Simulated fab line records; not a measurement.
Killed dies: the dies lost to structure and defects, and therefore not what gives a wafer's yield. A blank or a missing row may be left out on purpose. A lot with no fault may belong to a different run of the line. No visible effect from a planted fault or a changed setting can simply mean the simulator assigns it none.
Split-lot study :: flow n5_finfet :: route with 1938 steps; 7 lots, 39 wafers read

## SPLIT DETAILS
At N5_SD_EPI_N_DESCUM_14 (chemistry O2, time 7.9 s), the setting time_s was moved away from the recipe's 7.9 s on 15 of the 39 wafers read, by -28.0% to +50.5%. This setting was run at the recipe's value on the other wafers.

Reading taken at the split's own step.

## THE READING
CAR-ArF-block_of_SD_EPI_N_COAT_03.thk_nm (the simulator's own value, which no gauge read), in nm, at N5_SD_EPI_N_DESCUM_14 (chemistry O2, time 7.9 s). The file does not state a usual value for it. The 24 wafers here that ran the recipe average 143.6 nm, standard deviation 0.54 nm.

wafer: L077.1
tool, chamber at the split: rie_diel-02, 3,1
time_s as run, s: 7.9
against the recipe: recipe
CAR-ArF-block_of_SD_EPI_N_COAT_03.thk_nm, nm: 143.6
against lot-mates on the recipe: -

wafer: L077.3
tool, chamber at the split: rie_diel-02, 3,1
time_s as run, s: 7.9
against the recipe: recipe
CAR-ArF-block_of_SD_EPI_N_COAT_03.thk_nm, nm: 143.6
against lot-mates on the recipe: -

wafer: L077.2
tool, chamber at the split: rie_diel-02, 2,3
time_s as run, s: 5.687
against the recipe: -28.0%
CAR-ArF-block_of_SD_EPI_N_COAT_03.thk_nm, nm: 144.8
against lot-mates on the recipe: +1.3

wafer: L077.5
tool, chamber at the split: rie_diel-02, 2,3
time_s as run, s: 5.687
against the recipe: -28.0%
CAR-ArF-block_of_SD_EPI_N_COAT_03.thk_nm, nm: 144.8
against lot-mates on the recipe: +1.3

wafer: L077.4
tool, chamber at the split: rie_diel-02, 0
time_s as run, s: 5.687
against the recipe: -28.0%
CAR-ArF-block_of_SD_EPI_N_COAT_03.thk_nm, nm: 145
against lot-mates on the recipe: +1.5

wafer: L077.6
tool, chamber at the split: rie_diel-02, 0
time_s as run, s: 7.9
against the recipe: recipe
CAR-ArF-block_of_SD_EPI_N_COAT_03.thk_nm, nm: 143.4
against lot-mates on the recipe: -

wafer: L078.1
tool, chamber at the split: rie_diel-03, 0,1,1
time_s as run, s: 11.52
against the recipe: +45.8%
CAR-ArF-block_of_SD_EPI_N_COAT_03.thk_nm, nm: 141.4
against lot-mates on the recipe: -2.6

wafer: L078.3
tool, chamber at the split: rie_diel-03, 0,1,1
time_s as run, s: 11.52
against the recipe: +45.8%
CAR-ArF-block_of_SD_EPI_N_COAT_03.thk_nm, nm: 141.4
against lot-mates on the recipe: -2.6

wafer: L078.6
tool, chamber at the split: rie_diel-03, 0,1,1
time_s as run, s: 11.52
against the recipe: +45.8%
CAR-ArF-block_of_SD_EPI_N_COAT_03.thk_nm, nm: 141.4
against lot-mates on the recipe: -2.6

wafer: L078.2
tool, chamber at the split: rie_diel-03, 2
time_s as run, s: 7.9
against the recipe: recipe
CAR-ArF-block_of_SD_EPI_N_COAT_03.thk_nm, nm: 144.2
against lot-mates on the recipe: -

wafer: L078.5
tool, chamber at the split: rie_diel-03, 2
time_s as run, s: 7.9
against the recipe: recipe
CAR-ArF-block_of_SD_EPI_N_COAT_03.thk_nm, nm: 144.2
against lot-mates on the recipe: -

wafer: L078.4
tool, chamber at the split: rie_diel-03, 3
time_s as run, s: 7.9
against the recipe: recipe
CAR-ArF-block_of_SD_EPI_N_COAT_03.thk_nm, nm: 143.6
against lot-mates on the recipe: -

wafer: L085.1
tool, chamber at the split: rie_diel-03, 2
time_s as run, s: 7.9
against the recipe: recipe
CAR-ArF-block_of_SD_EPI_N_COAT_03.thk_nm, nm: 142.6
against lot-mates on the recipe: -

wafer: L085.2
tool, chamber at the split: rie_diel-03, 1,0,3
time_s as run, s: 10.87
against the recipe: +37.6%
CAR-ArF-block_of_SD_EPI_N_COAT_03.thk_nm, nm: 141
against lot-mates on the recipe: -1.8

wafer: L085.3
tool, chamber at the split: rie_diel-03, 1,0,3
time_s as run, s: 10.87
against the recipe: +37.6%
CAR-ArF-block_of_SD_EPI_N_COAT_03.thk_nm, nm: 141
against lot-mates on the recipe: -1.8

wafer: L085.4
tool, chamber at the split: rie_diel-03, 1,0,3
time_s as run, s: 10.87
against the recipe: +37.6%
CAR-ArF-block_of_SD_EPI_N_COAT_03.thk_nm, nm: 141
against lot-mates on the recipe: -1.8

wafer: L085.5
tool, chamber at the split: rie_diel-03, 3
time_s as run, s: 7.9
against the recipe: recipe
CAR-ArF-block_of_SD_EPI_N_COAT_03.thk_nm, nm: 143
against lot-mates on the recipe: -

wafer: L085.6
tool, chamber at the split: rie_diel-03, 0
time_s as run, s: 7.9
against the recipe: recipe
CAR-ArF-block_of_SD_EPI_N_COAT_03.thk_nm, nm: 142.8
against lot-mates on the recipe: -

wafer: L086.1
tool, chamber at the split: rie_diel-03, 1,3
time_s as run, s: 9.889
against the recipe: +25.2%
CAR-ArF-block_of_SD_EPI_N_COAT_03.thk_nm, nm: 143.2
against lot-mates on the recipe: -1.3

wafer: L086.3
tool, chamber at the split: rie_diel-03, 1,3
time_s as run, s: 9.889
against the recipe: +25.2%
CAR-ArF-block_of_SD_EPI_N_COAT_03.thk_nm, nm: 143.2
against lot-mates on the recipe: -1.3

wafer: L086.2
tool, chamber at the split: rie_diel-03, 0
time_s as run, s: 7.9
against the recipe: recipe
CAR-ArF-block_of_SD_EPI_N_COAT_03.thk_nm, nm: 144.4
against lot-mates on the recipe: -

wafer: L086.4
tool, chamber at the split: rie_diel-03, 2
time_s as run, s: 9.889
against the recipe: +25.2%
CAR-ArF-block_of_SD_EPI_N_COAT_03.thk_nm, nm: 143.4
against lot-mates on the recipe: -1.1

wafer: L086.5
tool, chamber at the split: rie_diel-03, 3,0
time_s as run, s: 7.9
against the recipe: recipe
CAR-ArF-block_of_SD_EPI_N_COAT_03.thk_nm, nm: 144.6
against lot-mates on the recipe: -

wafer: L086.6
tool, chamber at the split: rie_diel-03, 3,0
time_s as run, s: 7.9
against the recipe: recipe
CAR-ArF-block_of_SD_EPI_N_COAT_03.thk_nm, nm: 144.6
against lot-mates on the recipe: -

wafer: L092.1
tool, chamber at the split: rie_diel-03, 3,0
time_s as run, s: 7.9
against the recipe: recipe
CAR-ArF-block_of_SD_EPI_N_COAT_03.thk_nm, nm: 143.4
against lot-mates on the recipe: -

wafer: L092.4
tool, chamber at the split: rie_diel-03, 3,0
time_s as run, s: 7.9
against the recipe: recipe
CAR-ArF-block_of_SD_EPI_N_COAT_03.thk_nm, nm: 143.4
against lot-mates on the recipe: -

wafer: L092.2
tool, chamber at the split: rie_diel-03, 1
time_s as run, s: 7.9
against the recipe: recipe
CAR-ArF-block_of_SD_EPI_N_COAT_03.thk_nm, nm: 143.8
against lot-mates on the recipe: -

wafer: L092.3
tool, chamber at the split: rie_diel-03, 2
time_s as run, s: 7.9
against the recipe: recipe
CAR-ArF-block_of_SD_EPI_N_COAT_03.thk_nm, nm: 144.2
against lot-mates on the recipe: -

wafer: L092.5
tool, chamber at the split: rie_diel-03, 3,2
time_s as run, s: 7.9
against the recipe: recipe
CAR-ArF-block_of_SD_EPI_N_COAT_03.thk_nm, nm: 143.6
against lot-mates on the recipe: -

wafer: L092.6
tool, chamber at the split: rie_diel-03, 3,2
time_s as run, s: 7.9
against the recipe: recipe
CAR-ArF-block_of_SD_EPI_N_COAT_03.thk_nm, nm: 143.6
against lot-mates on the recipe: -

wafer: L093.3
tool, chamber at the split: rie_diel-02, 3
time_s as run, s: 7.9
against the recipe: recipe
CAR-ArF-block_of_SD_EPI_N_COAT_03.thk_nm, nm: 143.4
against lot-mates on the recipe: -

wafer: L093.4
tool, chamber at the split: rie_diel-02, 0
time_s as run, s: 7.9
against the recipe: recipe
CAR-ArF-block_of_SD_EPI_N_COAT_03.thk_nm, nm: 144
against lot-mates on the recipe: -

wafer: L093.5
tool, chamber at the split: rie_diel-02, 2
time_s as run, s: 7.9
against the recipe: recipe
CAR-ArF-block_of_SD_EPI_N_COAT_03.thk_nm, nm: 143.2
against lot-mates on the recipe: -

wafer: L096.1
tool, chamber at the split: rie_diel-03, 2
time_s as run, s: 7.9
against the recipe: recipe
CAR-ArF-block_of_SD_EPI_N_COAT_03.thk_nm, nm: 143.2
against lot-mates on the recipe: -

wafer: L096.5
tool, chamber at the split: rie_diel-03, 2
time_s as run, s: 7.9
against the recipe: recipe
CAR-ArF-block_of_SD_EPI_N_COAT_03.thk_nm, nm: 143.2
against lot-mates on the recipe: -

wafer: L096.2
tool, chamber at the split: rie_diel-03, 3
time_s as run, s: 11.89
against the recipe: +50.5%
CAR-ArF-block_of_SD_EPI_N_COAT_03.thk_nm, nm: 140.8
against lot-mates on the recipe: -2.3

wafer: L096.3
tool, chamber at the split: rie_diel-03, 1
time_s as run, s: 11.89
against the recipe: +50.5%
CAR-ArF-block_of_SD_EPI_N_COAT_03.thk_nm, nm: 140.6
against lot-mates on the recipe: -2.5

wafer: L096.4
tool, chamber at the split: rie_diel-03, 0
time_s as run, s: 11.89
against the recipe: +50.5%
CAR-ArF-block_of_SD_EPI_N_COAT_03.thk_nm, nm: 140.4
against lot-mates on the recipe: -2.7

wafer: L096.6
tool, chamber at the split: rie_diel-03, 3
time_s as run, s: 7.9
against the recipe: recipe
CAR-ArF-block_of_SD_EPI_N_COAT_03.thk_nm, nm: 143
against lot-mates on the recipe: -
Rows listing several chambers each stand for several wafers; the file does not say which wafer went through which chamber.

THE FIT
A straight line over all 39 wafers: CAR-ArF-block_of_SD_EPI_N_COAT_03.thk_nm changes by -0.0528 nm for each +1% of time_s; r = -0.90; the points scatter about the line by 0.56 nm.
The same after taking each lot's own level away (the mean of its wafers on the recipe; 39 wafers): -0.0511 nm for each +1%; r = -0.98; scatter 0.21 nm.
Per that fit: largest time_s move, reading shift of 2.6 nm.
The lots' own levels span 142.80 to 144.53 nm, that is 3.2 times the standard deviation above.
The two slopes are in agreement: the lot-to-lot level therefore moves the slope only a little.
Check: for one of the wafers moved furthest among these (+50.5%), held out of the fit, the line's prediction against its lot-mates is -2.63 nm. It came out at -2.33 nm against them.

## THE FILE'S OWN FIT
CAR-ArF-block_of_SD_EPI_N_COAT_03.thk_nm changes by -0.0513 nm for each +1% of time_s, r = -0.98.
